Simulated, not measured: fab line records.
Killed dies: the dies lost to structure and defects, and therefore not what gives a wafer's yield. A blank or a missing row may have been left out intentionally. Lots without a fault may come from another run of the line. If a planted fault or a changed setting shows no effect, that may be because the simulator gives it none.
fab line records    flow n5-finfet
record: lots: 7  wafers: 39
route steps=1938 shown WELL_APT@26 FIN_CUT@169 SD_EPI_P@321 HKMG_FIN@421 MOL_CONTACT_COAG@624 BEOL_M0@736 BEOL_M2@918 BEOL_M3@980 BEOL_M4@1108 BEOL_M8@1332 BEOL_M9@1405 BEOL_M12@1616 BEOL_M14@1770 MIM_BOT_LITHO@1860 PASSIVATION@1936
start-h: start of the lot's first displayed wafer, in hours after the record's first day    wait-h: hours elapsed since this lot's preceding step    " as in the row above    L1.1+2: several wafers, shown together as one row    - no value, or no start was given    * or withheld: withheld    < > ~ a bound
route shown NAME@n: a module of which the file shows steps, and the number in the route of the first    usual: average and standard deviation across the fault-free wafers    same: alike in all rows    chamber/n: place in a boat    sites: per-site readings    _std_site: standard deviation across them    _edge_site: outer sites' mean less inner sites'    radius-mm: for every site, how far away it sits from the centre of the wafer    mask NAME#n: copy n    behind: the last tool/chamber to shape the wafer    hold: cause of the lot's hold/its duration in hours/its outcome    device: whichever transistor did not switch (one of n, p or np)    end of line: the same wafers' tests at the end of the route    a step given without rows: its recipe and nothing more    killed: dies that structure and defects cost at the first sort, which is not the same as the wafer's yield    map: per-die view of a wafer (x killed, . not killed, _ where there is no die)
set.NAME: the setting that was run; set.NAME@STEP: the one run at that earlier step    model.NAME: the simulator's own value behind a step, which no gauge read
lots run with intentionally changed settings; tables by step, rows by wafer
== steps ==
step: N5_WELL_APT_DEVELOP_07
recipe: develop-time-s: 45  rinse-liquid: surfactant-rinse  dry: air-spin  dev-temp-c: 21
step: N5_FIN_CUT_ETCH_21
recipe: chemistry: N2/H2  target: SOC  target-depth-a: 2190  overetch-a: 438  mask-material: SiARC  temp-c: 40  ion-energy-ev: 100  bias-w: 61  time-s: 523.5  pressure-mtorr: 30  source-w: 850  n2-flow-sccm: 200  h2-flow-sccm: 200
step: N5_SD_EPI_P_EPI_21
recipe: material: SiGe:B  dopant: B  temp-c: 550  pressure-torr: 20  ambient: H2  time-s: 355
step: N5_HKMG_FIN_PWFM_ALD_03
recipe: material: TiN  target-thk-a: 20  temp-c: 400  ald-precursor-family: TiCl4  ald-co-reactant: NH3  pulse-time-s: 1  purge-time-s: 3  co-reactant-purge-time-s: 2  co-reactant-pulse-time-s: 2  ald-cycles: 91  pressure-torr: 3
step: N5_MOL_CONTACT_COAG_CVD_140
recipe: material: W  target-thk-a: 665  mode: selective-fill  temp-c: 300  time-s: 215
step: N5_BEOL_M0_SPUTTER_132
recipe: material: Cu  target-thk-a: 40  temp-c: -20  chamber-pressure-pa: 0.07  power-w: withheld  time-s: 7.37
step: N5_BEOL_M2_SPUTTER_94
recipe: material: Cu  target-thk-a: 45  temp-c: -20  chamber-pressure-pa: 0.07  power-w: withheld  time-s: 8.29
step: N5_BEOL_M3_TRENCH_ETCH_37
recipe: chemistry: C4F6/O2  target-depth-a: 555.55  target: SiOC  time-s: 29.2  ion-energy-ev: 250  pressure-mtorr: 30  source-w: 355  bias-w: 185  Ar_flow_sccm: 300  C4F6_flow_sccm: 10  O2_flow_sccm: 10
step: N5_BEOL_M4_DEP_57
recipe: material: SiCN  target-thk-a: 80  temp-c: withheld  precursor: 3MS/NH3  pressure-torr: 3  rf-w: 202  time-s: 14
step: N5_BEOL_M8_ILD_DEP_00
recipe: material: SiCOH_lowk  target-thk-a: 1797.5  temp-c: 300  precursor: DEMS/porogen  pressure-torr: 5  rf-w: 500  time-s: 33.4
step: N5_BEOL_M9_HM_DEP_02
recipe: material: TiN  target-thk-a: 200  temp-c: 25  chamber-pressure-pa: 0.49996
step: N5_BEOL_M12_ETCH_59
recipe: chemistry: N2/H2  target: BARC  target-depth-a: 890  overetch-a: 267  time-s: 67.9  ion-energy-ev: 200  pressure-mtorr: 30  source-w: 840  bias-w: 150  n2-flow-sccm: 200  h2-flow-sccm: 200
step: N5_BEOL_M14_DEP_53
recipe: material: SiCN  target-thk-a: 500  temp-c: withheld  precursor: 3MS/NH3  pressure-torr: 3  rf-w: 675  time-s: 17.8
step: N5_MIM_BOT_LITHO_DEVELOP_07
recipe: develop-time-s: 60  rinse-liquid: diw  dry: air-spin  dev-temp-c: 21
step: N5_PASSIVATION_PROBE_49
usual: killed-at-front-end: 38/11  sort_bin_5_function: 5.1/0.89
lot.wafer  tool       chamber  start-h  wait-h  set.develop-time-s@WELL_APT_DEVELOP_07  set.time-s@FIN_CUT_ETCH_21  set.time-s@SD_EPI_P_EPI_21  set.ald-cycles@HKMG_FIN_PWFM_ALD_03  set.target-thk-a@MOL_CONTACT_COAG_CVD_140  set.time-s@BEOL_M0_SPUTTER_132  set.time-s@BEOL_M2_SPUTTER_94  set.target-depth-a@BEOL_M3_TRENCH_ETCH_37  set.time-s@BEOL_M4_DEP_57  set.time-s@BEOL_M8_ILD_DEP_00  set.target-thk-a@BEOL_M9_HM_DEP_02  set.target-depth-a@BEOL_M12_ETCH_59  set.target-thk-a@BEOL_M14_DEP_53  set.develop-time-s@MIM_BOT_LITHO_DEVELOP_07  killed-at-front-end  sort_bin_5_function[%]
L074.2     prober-01  -        266.87   0.1     45                                      523.5                       355                         91                                   665                                        7.37                            8.29                           555.55                                     14                         33.4                           200                                 890                                  500                               60                                           49                   5.0
L074.3     prober-01  -        266.92   0.1     45                                      523.5                       355                         91                                   665                                        7.37                            8.29                           555.55                                     14                         33.4                           200                                 890                                  500                               60                                           39                   4.4
L074.6     prober-01  -        267.07   0.3     45                                      523.5                       355                         91                                   665                                        7.37                            8.29                           555.55                                     14                         33.4                           200                                 890                                  500                               60                                           37                   4.2
L075.1     prober-02  -        293.29   0.0     33.95                                   252.2                       355                         91                                   287.2                                      7.37                            8.29                           555.55                                     14                         33.4                           87.63                               605.4                                500                               33.35                                        1105                 96.7
L075.2     prober-02  -        293.34   0.1     33.95                                   252.2                       355                         91                                   665                                        7.37                            12.1                           555.55                                     14                         42.16                          200                                 890                                  500                               60                                           1124                 96.9
L075.3     prober-02  -        293.39   0.1     45                                      252.2                       355                         91                                   287.2                                      2.958                           12.1                           224.6                                      14                         42.16                          200                                 605.4                                500                               33.35                                        1094                 95.8
L075.4     prober-02  -        293.44   0.2     45                                      523.5                       355                         91                                   287.2                                      7.37                            8.29                           224.6                                      14                         42.16                          87.63                               890                                  500                               60                                           48                   6.4
L075.5     prober-02  -        293.49   0.2     33.95                                   523.5                       355                         91                                   665                                        2.958                           8.29                           224.6                                      14                         33.4                           200                                 605.4                                500                               60                                           53                   6.4
L075.6     prober-02  -        293.54   0.3     45                                      523.5                       355                         91                                   665                                        2.958                           12.1                           555.55                                     14                         33.4                           87.63                               890                                  500                               33.35                                        44                   6.9
L078.1     prober-02  -        306.60   0.0     45                                      687                         355                         91                                   665                                        11.25                           8.29                           332.3                                      14                         33.4                           200                                 890                                  500                               50.4                                         48                   6.4
L078.2     prober-02  -        306.65   0.1     45                                      687                         564.7                       91                                   977.4                                      7.37                            3.604                          555.55                                     14                         51.02                          200                                 890                                  500                               60                                           41                   96.4
L078.3     prober-02  -        306.70   0.1     54.71                                   523.5                       564.7                       91                                   665                                        7.37                            8.29                           555.55                                     14                         51.02                          315.9                               673.8                                635.3                             60                                           46                   96.0
L078.4     prober-02  -        306.75   0.2     45                                      523.5                       564.7                       55                                   665                                        11.25                           3.604                          555.55                                     14                         33.4                           315.9                               673.8                                500                               50.4                                         38                   95.9
L078.5     prober-02  -        306.80   0.2     54.71                                   523.5                       355                         55                                   977.4                                      11.25                           3.604                          332.3                                      14                         51.02                          200                                 673.8                                635.3                             50.4                                         39                   96.1
L078.6     prober-02  -        306.85   0.3     54.71                                   687                         355                         55                                   977.4                                      7.37                            8.29                           332.3                                      14                         33.4                           315.9                               890                                  635.3                             60                                           40                   96.1
L082.1     prober-02  -        330.01   0.0     61.16                                   523.5                       355                         59                                   414.2                                      8.928                           3.518                          555.55                                     14                         33.4                           288.9                               474.8                                500                               60                                           23                   64.3
L082.2     prober-02  -        330.06   0.1     61.16                                   227.6                       355                         91                                   414.2                                      8.928                           8.29                           555.55                                     14                         16.34                          200                                 474.8                                500                               60                                           1138                 96.4
L082.3     prober-02  -        330.11   0.1     45                                      523.5                       355                         91                                   414.2                                      7.37                            3.518                          555.55                                     14                         33.4                           200                                 474.8                                296.3                             60                                           33                   3.8
L082.4     prober-02  -        330.16   0.2     45                                      523.5                       355                         91                                   665                                        7.37                            8.29                           555.55                                     14                         33.4                           200                                 890                                  296.3                             60                                           36                   5.1
L082.5     prober-02  -        330.21   0.2     61.16                                   227.6                       355                         59                                   665                                        7.37                            8.29                           555.55                                     14                         16.34                          288.9                               890                                  500                               60                                           1119                 97.5
L082.6     prober-02  -        330.26   0.3     45                                      227.6                       355                         59                                   665                                        8.928                           3.518                          555.55                                     14                         16.34                          288.9                               890                                  296.3                             60                                           1113                 97.4
L081.1     prober-02  -        334.67   0.0     45                                      523.5                       292.2                       118                                  665                                        7.37                            8.29                           352.3                                      14                         33.4                           200                                 1414                                 500                               43.36                                        35                   5.2
L081.2     prober-02  -        334.72   0.1     26.55                                   523.5                       292.2                       91                                   665                                        7.37                            10.8                           555.55                                     14                         33.4                           200                                 1414                                 671                               43.36                                        33                   4.4
L081.3     prober-02  -        334.77   0.1     45                                      523.5                       355                         118                                  1029                                       7.37                            10.8                           555.55                                     14                         33.4                           200                                 890                                  671                               60                                           29                   3.7
L081.4     prober-02  -        334.82   0.2     45                                      523.5                       355                         91                                   665                                        7.37                            10.8                           352.3                                      14                         33.4                           200                                 890                                  500                               43.36                                        40                   4.8
L081.5     prober-02  -        334.87   0.2     26.55                                   523.5                       292.2                       91                                   1029                                       7.37                            8.29                           555.55                                     14                         33.4                           200                                 890                                  500                               60                                           31                   4.9
L081.6     prober-02  -        334.92   0.3     26.55                                   523.5                       355                         118                                  1029                                       7.37                            8.29                           352.3                                      14                         33.4                           200                                 1414                                 671                               60                                           26                   4.5
L088.1     prober-01  -        358.57   0.0     45                                      523.5                       513.1                       91                                   770.3                                      7.37                            10.29                          555.55                                     19.72                      33.4                           200                                 1173                                 500                               60                                           51                   5.8
L088.2     prober-01  -        358.62   0.1     45                                      523.5                       513.1                       91                                   665                                        7.37                            10.29                          555.55                                     14                         51.19                          129.3                               890                                  500                               60                                           78                   94.5
L088.3     prober-01  -        358.67   0.1     45                                      523.5                       355                         91                                   770.3                                      7.37                            8.29                           555.55                                     14                         33.4                           129.3                               890                                  500                               60                                           53                   5.7
L088.4     prober-01  -        358.72   0.2     45                                      523.5                       355                         91                                   665                                        7.37                            8.29                           555.55                                     19.72                      51.19                          129.3                               1173                                 500                               60                                           38                   96.1
L088.5     prober-01  -        358.77   0.2     45                                      523.5                       513.1                       91                                   770.3                                      7.37                            8.29                           555.55                                     14                         51.19                          200                                 1173                                 500                               60                                           35                   96.1
L088.6     prober-01  -        358.82   0.3     45                                      523.5                       355                         91                                   665                                        7.37                            10.29                          555.55                                     19.72                      33.4                           200                                 890                                  500                               60                                           85                   6.2
L089.1     prober-01  -        374.63   0.0     52.05                                   523.5                       355                         130                                  305.7                                      7.37                            11.31                          371                                        14                         21.12                          200                                 1295                                 500                               26.3                                         24                   4.0
L089.2     prober-01  -        374.68   0.1     45                                      298.8                       456.4                       91                                   305.7                                      5.384                           8.29                           371                                        8.483                      33.4                           200                                 890                                  415.2                             60                                           1131                 96.9
L089.3     prober-01  -        374.73   0.1     45                                      523.5                       355                         130                                  665                                        5.384                           11.31                          555.55                                     8.483                      21.12                          297.1                               1295                                 415.2                             60                                           30                   55.5
L089.4     prober-01  -        374.78   0.2     52.05                                   523.5                       456.4                       91                                   665                                        7.37                            11.31                          371                                        14                         33.4                           297.1                               1295                                 415.2                             26.3                                         36                   91.7
L089.5     prober-01  -        374.83   0.2     45                                      298.8                       456.4                       130                                  305.7                                      7.37                            8.29                           555.55                                     8.483                      33.4                           297.1                               890                                  500                               60                                           1121                 96.5
L089.6     prober-01  -        374.88   0.3     52.05                                   298.8                       355                         91                                   665                                        5.384                           8.29                           555.55                                     14                         21.12                          200                                 890                                  500                               26.3                                         1122                 96.7
killed by level:class
L074.2 FIN_SAQP:geometric-particle:open=21 MOL_CONTACT_COAG:geometric-particle:open=10 MOL_CONTACT_COAG:geometric-particle:short=8 BEOL_M4:geometric-particle:open=8 FIN_SAQP:geometric-particle:short=7 STI_FIN_REVEAL:geometric-particle:open=7 BEOL_M2:geometric-particle:short=4 GATE_CUT:geometric-particle:short=3
L074.3 MOL_CONTACT_COAG:geometric-particle:open=13 FIN_SAQP:geometric-particle:short=8 FIN_SAQP:geometric-particle:open=7 BEOL_M2:geometric-particle:open=6 MOL_CONTACT_COAG:geometric-particle:short=5 GATE_CUT:geometric-particle:open=4 BEOL_M0_SAQP:geometric-particle:short=4 STARTING-WAFER:geometric-particle:short=4
L074.6 MOL_CONTACT_COAG:geometric-particle:open=15 FIN_SAQP:geometric-particle:open=9 FIN_SAQP:geometric-particle:short=5 ILD0:geometric-particle:open=4 BEOL_M0_SAQP:geometric-particle:short=4 STI_FIN_REVEAL:geometric-particle:open=3 STARTING-WAFER:geometric-particle:open=3 DUMMY_GATE:geometric-particle:short=2
L075.1 FIN_CUT:area-etch=1071 BEOL_M0_SAQP:geometric-particle:open=18 MOL_CONTACT_COAG:geometric-particle:open=14 BEOL_M0_SAQP:geometric-particle:short=13 FIN_SAQP:geometric-particle:open=12 BEOL_M4:geometric-particle:open=7 FIN_SAQP:geometric-particle:short=5 BEOL_M2:geometric-particle:open=5
L075.2 FIN_CUT:area-etch=1084 FIN_SAQP:geometric-particle:open=12 STI_FIN_REVEAL:geometric-particle:open=10 MOL_CONTACT_COAG:geometric-particle:open=7 BEOL_M0_SAQP:geometric-particle:short=7 GATE_CUT:geometric-particle:open=6 BEOL_M0_SAQP:geometric-particle:open=6 BEOL_M2:geometric-particle:open=6
L075.3 FIN_CUT:area-etch=1063 MOL_CONTACT_COAG:geometric-particle:open=19 BEOL_M0:interface-void-opened=11 BEOL_M1:geometric-particle:short=11 MOL_CONTACT_COAG:geometric-particle:short=8 GATE_CUT:geometric-particle:short=6 BEOL_M0_SAQP:geometric-particle:short=6 BEOL_M1:geometric-particle:open=5
L075.4 FIN_SAQP:geometric-particle:open=20 BEOL_M4:geometric-particle:open=15 BEOL_M0_SAQP:geometric-particle:short=14 MOL_CONTACT_COAG:geometric-particle:open=12 FIN_SAQP:geometric-particle:short=9 STI_FIN_REVEAL:geometric-particle:open=7 BEOL_M2:geometric-particle:open=5 DUMMY_GATE:geometric-particle:open=3
L075.5 MOL_CONTACT_COAG:geometric-particle:open=19 BEOL_M0_SAQP:geometric-particle:open=19 BEOL_M0_SAQP:geometric-particle:short=15 FIN_SAQP:geometric-particle:open=11 STI_FIN_REVEAL:geometric-particle:open=11 BEOL_M0:interface-void-opened=7 HKMG_FIN:area-etch=7 GATE_CUT:geometric-particle:short=6
L075.6 BEOL_M0_SAQP:geometric-particle:open=14 STI_FIN_REVEAL:geometric-particle:open=13 BEOL_M0_SAQP:geometric-particle:short=11 FIN_SAQP:geometric-particle:open=10 MOL_CONTACT_COAG:geometric-particle:open=10 BEOL_M4:geometric-particle:open=10 BEOL_M3:geometric-particle:open=8 BEOL_M2:geometric-particle:open=6
L078.1 BEOL_M1:geometric-particle:open=13 BEOL_M2:geometric-particle:open=10 BEOL_M3:geometric-particle:open=10 BEOL_M0_SAQP:geometric-particle:short=9 FIN_SAQP:geometric-particle:open=8 BEOL_M0_SAQP:geometric-particle:open=8 FIN_SAQP:geometric-particle:short=7 DUMMY_GATE:geometric-particle:open=7
L078.2 BEOL_M8:area-etch=1074 FIN_SAQP:geometric-particle:open=15 BEOL_M2:geometric-particle:open=11 BEOL_M3:geometric-particle:open=11 STI_FIN_REVEAL:geometric-particle:open=9 MOL_CONTACT_COAG:geometric-particle:open=6 DUMMY_GATE:geometric-particle:open=5 BEOL_M1:geometric-particle:open=5
L078.3 BEOL_M8:area-etch=1065 BEOL_M2:geometric-particle:open=15 FIN_SAQP:geometric-particle:open=12 BEOL_M0_SAQP:geometric-particle:short=10 FIN_SAQP:geometric-particle:short=7 BEOL_M0_SAQP:geometric-particle:open=7 MOL_CONTACT_COAG:geometric-particle:open=6 STI_FIN_REVEAL:geometric-particle:open=5
L078.4 BEOL_M9:area-open=1076 MOL_CONTACT_COAG:geometric-particle:open=12 BEOL_M0_SAQP:geometric-particle:open=8 BEOL_M0_SAQP:geometric-particle:short=7 BEOL_M2:geometric-particle:open=7 FIN_SAQP:geometric-particle:short=6 STI_FIN_REVEAL:geometric-particle:open=6 DUMMY_GATE:geometric-particle:open=6
L078.5 BEOL_M8:area-etch=1069 BEOL_M3:geometric-particle:open=19 FIN_SAQP:geometric-particle:open=13 MOL_CONTACT_COAG:geometric-particle:open=12 BEOL_M2:geometric-particle:open=9 BEOL_M0_SAQP:geometric-particle:open=6 BEOL_M1:geometric-particle:open=5 BEOL_M4:geometric-particle:open=5
L078.6 BEOL_M9:area-open=1082 STI_FIN_REVEAL:geometric-particle:open=10 MOL_CONTACT_COAG:geometric-particle:open=8 FIN_SAQP:geometric-particle:open=7 BEOL_M2:geometric-particle:open=7 FIN_SAQP:geometric-particle:short=6 BEOL_M0_SAQP:geometric-particle:short=6 BEOL_M4:geometric-particle:open=5
L082.1 BEOL_M9:area-open=712 MOL_CONTACT_COAG:geometric-particle:open=13 BEOL_M3:geometric-particle:open=9 FIN_SAQP:geometric-particle:open=7 BEOL_M0_SAQP:geometric-particle:open=7 BEOL_M2:geometric-particle:open=6 BEOL_M1:geometric-particle:open=4 FIN_SAQP:geometric-particle:short=3
L082.2 FIN_CUT:area-etch=1095 FIN_SAQP:geometric-particle:open=11 MOL_CONTACT_COAG:geometric-particle:open=11 GATE_CUT:geometric-particle:short=6 BEOL_M2:geometric-particle:open=5 BEOL_M5:geometric-particle:open=5 FIN_SAQP:geometric-particle:short=4 DUMMY_GATE:geometric-particle:open=4
L082.3 FIN_SAQP:geometric-particle:open=11 BEOL_M3:geometric-particle:open=11 BEOL_M4:geometric-particle:open=8 BEOL_M0_SAQP:geometric-particle:open=7 BEOL_M2:geometric-particle:open=6 GATE_CUT:geometric-particle:short=5 BEOL_M1:geometric-particle:open=5 FIN_SAQP:geometric-particle:short=4
L082.4 MOL_CONTACT_COAG:geometric-particle:open=17 BEOL_M3:geometric-particle:open=12 DUMMY_GATE:geometric-particle:open=7 FIN_SAQP:geometric-particle:short=6 BEOL_M2:geometric-particle:open=5 FIN_SAQP:geometric-particle:open=4 GATE_CUT:geometric-particle:short=4 BEOL_M1:geometric-particle:open=4
L082.5 FIN_CUT:area-etch=1101 BEOL_M0_SAQP:geometric-particle:short=10 BEOL_M0_SAQP:geometric-particle:open=9 BEOL_M4:geometric-particle:open=6 BEOL_M1:geometric-particle:open=5 FIN_SAQP:geometric-particle:short=4 BEOL_M4:geometric-particle:short=4 MOL_CONTACT_COAG:geometric-particle:open=4
L082.6 FIN_CUT:area-etch=1077 FIN_SAQP:geometric-particle:short=12 FIN_SAQP:geometric-particle:open=11 BEOL_M0_SAQP:geometric-particle:open=11 BEOL_M3:geometric-particle:open=10 BEOL_M4:geometric-particle:open=9 MOL_CONTACT_COAG:geometric-particle:open=6 GATE_CUT:geometric-particle:short=4
L081.1 MOL_CONTACT_COAG:geometric-particle:open=13 BEOL_M2:geometric-particle:open=13 STI_FIN_REVEAL:geometric-particle:open=8 FIN_SAQP:geometric-particle:open=6 BEOL_M1:geometric-particle:open=6 BEOL_M4:geometric-particle:open=6 BEOL_M0_SAQP:geometric-particle:short=5 BEOL_M4:geometric-particle:short=5
L081.2 BEOL_M1:geometric-particle:open=12 MOL_CONTACT_COAG:geometric-particle:open=7 STI_FIN_REVEAL:geometric-particle:open=6 DUMMY_GATE:geometric-particle:open=5 GATE_CUT:geometric-particle:open=5 BEOL_M3:geometric-particle:open=5 BEOL_M0_SAQP:geometric-particle:short=4 BEOL_M0_SAQP:geometric-particle:open=4
L081.3 BEOL_M1:geometric-particle:open=11 MOL_CONTACT_COAG:geometric-particle:open=8 BEOL_M2:geometric-particle:open=8 BEOL_M4:geometric-particle:open=6 FIN_SAQP:geometric-particle:short=4 FIN_SAQP:geometric-particle:open=4 STARTING-WAFER:geometric-particle:short=4 DUMMY_GATE:geometric-particle:open=4
L081.4 STI_FIN_REVEAL:geometric-particle:open=12 FIN_SAQP:geometric-particle:open=9 BEOL_M4:geometric-particle:open=9 MOL_CONTACT_COAG:geometric-particle:open=7 MOL_CONTACT_COAG:geometric-particle:short=5 BEOL_M3:geometric-particle:open=4 FIN_SAQP:geometric-particle:short=3 BEOL_M0_SAQP:geometric-particle:short=3
L081.5 MOL_CONTACT_COAG:geometric-particle:open=11 BEOL_M2:geometric-particle:open=7 FIN_SAQP:geometric-particle:open=6 BEOL_M1:geometric-particle:open=5 BEOL_M3:geometric-particle:open=5 BEOL_M4:geometric-particle:open=5 BEOL_M0_SAQP:geometric-particle:open=4 GATE_CUT:geometric-particle:open=3
L081.6 BEOL_M4:geometric-particle:open=9 MOL_CONTACT_COAG:geometric-particle:open=7 BEOL_M1:geometric-particle:open=7 BEOL_M0:geometric-particle:open=6 BEOL_M2:geometric-particle:open=5 STARTING-WAFER:geometric-particle:open=5 BEOL_M4:geometric-particle:short=4 STARTING-WAFER:geometric-particle:short=4
L088.1 STI_FIN_REVEAL:geometric-particle:open=29 BEOL_M3:geometric-particle:open=13 BEOL_M0_SAQP:geometric-particle:open=12 BEOL_M0_SAQP:geometric-particle:short=10 BEOL_M1:geometric-particle:open=5 HKMG_FIN:area-etch=5 GATE_CUT:geometric-particle:short=4 BEOL_M3:geometric-particle:short=4
L088.2 BEOL_M8:area-etch=1023 STI_FIN_REVEAL:geometric-particle:open=49 MOL_CONTACT_COAG:geometric-particle:open=20 BEOL_M0_SAQP:geometric-particle:open=10 BEOL_M4:geometric-particle:open=9 BEOL_M3:geometric-particle:open=8 BEOL_M2:geometric-particle:open=7 STI_FIN_REVEAL:geometric-particle:short=6
L088.3 STI_FIN_REVEAL:geometric-particle:open=31 BEOL_M3:geometric-particle:open=11 MOL_CONTACT_COAG:geometric-particle:open=6 BEOL_M1:geometric-particle:open=6 BEOL_M6:geometric-particle:open=6 STI_FIN_REVEAL:geometric-particle:short=5 BEOL_M0_SAQP:geometric-particle:open=5 STARTING-WAFER:geometric-particle:short=5
L088.4 BEOL_M8:area-etch=1074 STI_FIN_REVEAL:geometric-particle:open=13 MOL_CONTACT_COAG:geometric-particle:open=10 BEOL_M3:geometric-particle:open=9 BEOL_M4:geometric-particle:short=6 MOL_CONTACT_COAG:geometric-particle:short=5 BEOL_M4:geometric-particle:open=5 STARTING-WAFER:geometric-particle:short=4
L088.5 BEOL_M8:area-etch=1078 MOL_CONTACT_COAG:geometric-particle:open=18 STI_FIN_REVEAL:geometric-particle:open=16 BEOL_M4:geometric-particle:open=11 BEOL_M3:geometric-particle:open=7 STI_FIN_REVEAL:geometric-particle:short=6 BEOL_M0_SAQP:geometric-particle:short=5 FIN_SAQP:geometric-particle:open=4
L088.6 STI_FIN_REVEAL:geometric-particle:open=41 STI_FIN_REVEAL:geometric-particle:short=13 BEOL_M4:geometric-particle:open=11 FIN_SAQP:geometric-particle:open=6 BEOL_M3:geometric-particle:open=6 BEOL_M0_SAQP:geometric-particle:short=5 BEOL_M2:geometric-particle:open=5 BEOL_M0_SAQP:geometric-particle:open=4
L089.1 BEOL_M8:area-dep=271 MOL_CONTACT_COAG:geometric-particle:open=13 BEOL_M2:geometric-particle:open=9 BEOL_M2:geometric-particle:short=9 BEOL_M4:geometric-particle:open=7 BEOL_M3:geometric-particle:open=5 ILD0:geometric-particle:open=4 BEOL_M0_SAQP:geometric-particle:short=4
L089.2 FIN_CUT:area-etch=1094 MOL_CONTACT_COAG:geometric-particle:open=12 STI_FIN_REVEAL:geometric-particle:open=9 DUMMY_GATE:geometric-particle:open=7 BEOL_M1:geometric-particle:open=6 GATE_CUT:geometric-particle:short=5 BEOL_M0_SAQP:geometric-particle:open=5 BEOL_M4:geometric-particle:short=4
L089.3 BEOL_M9:area-open=597 BEOL_M8:area-dep=380 BEOL_M1:geometric-particle:open=14 MOL_CONTACT_COAG:geometric-particle:open=13 GATE_CUT:geometric-particle:short=5 BEOL_M4:geometric-particle:open=5 STARTING-WAFER:geometric-particle:short=5 BEOL_M0_SAQP:geometric-particle:open=4
L089.4 BEOL_M9:area-open=1015 MOL_CONTACT_COAG:geometric-particle:open=23 BEOL_M4:geometric-particle:open=14 GATE_CUT:geometric-particle:short=6 GATE_CUT:geometric-particle:open=6 BEOL_M1:geometric-particle:open=6 MOL_CONTACT_COAG:geometric-particle:short=5 BEOL_M4:geometric-particle:short=5
L089.5 FIN_CUT:area-etch=1077 GATE_CUT:geometric-particle:short=13 MOL_CONTACT_COAG:geometric-particle:open=13 STI_FIN_REVEAL:geometric-particle:open=10 BEOL_M1:geometric-particle:open=9 ILD0:geometric-particle:open=5 BEOL_M4:geometric-particle:open=5 BEOL_M4:geometric-particle:short=5
L089.6 FIN_CUT:area-etch=1082 BEOL_M3:geometric-particle:open=11 ILD0:geometric-particle:short=7 BEOL_M0_SAQP:geometric-particle:short=7 BEOL_M4:geometric-particle:open=7 STI_FIN_REVEAL:geometric-particle:open=6 MOL_CONTACT_COAG:geometric-particle:open=6 GATE_CUT:geometric-particle:open=5
== key ==
split: step: N5_WELL_APT_DEVELOP_07  setting: develop-time-s  stated-as: 45
response none clear
split: step: N5_FIN_CUT_ETCH_21  setting: time-s  stated-as: 523.5
response: step: N5_PASSIVATION_PROBE_49  reading: killed-at-front-end  slope: -19.7  per: 1%  together-with: all  explained: 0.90
response: step: N5_PASSIVATION_PROBE_49  reading: sort_bin_5_function  slope: -1.3  per: 1%  together-with: all  explained: 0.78
split: step: N5_SD_EPI_P_EPI_21  setting: time-s  stated-as: 355
response none clear
split: step: N5_HKMG_FIN_PWFM_ALD_03  setting: ald-cycles  stated-as: 91
response none clear
split: step: N5_MOL_CONTACT_COAG_CVD_140  setting: target-thk-a  stated-as: 665
response none clear
split: step: N5_BEOL_M0_SPUTTER_132  setting: time-s  stated-as: 7.37
response none clear
split: step: N5_BEOL_M2_SPUTTER_94  setting: time-s  stated-as: 8.29
response none clear
split: step: N5_BEOL_M3_TRENCH_ETCH_37  setting: target-depth-a  stated-as: 555.55
response none clear
split: step: N5_BEOL_M4_DEP_57  setting: time-s  stated-as: 14
response none clear
split: step: N5_BEOL_M8_ILD_DEP_00  setting: time-s  stated-as: 33.4
response none clear
split: step: N5_BEOL_M9_HM_DEP_02  setting: target-thk-a  stated-as: 200
response none clear
split: step: N5_BEOL_M12_ETCH_59  setting: target-depth-a  stated-as: 890
response none clear
split: step: N5_BEOL_M14_DEP_53  setting: target-thk-a  stated-as: 500
response none clear
split: step: N5_MIM_BOT_LITHO_DEVELOP_07  setting: develop-time-s  stated-as: 60
response none clear
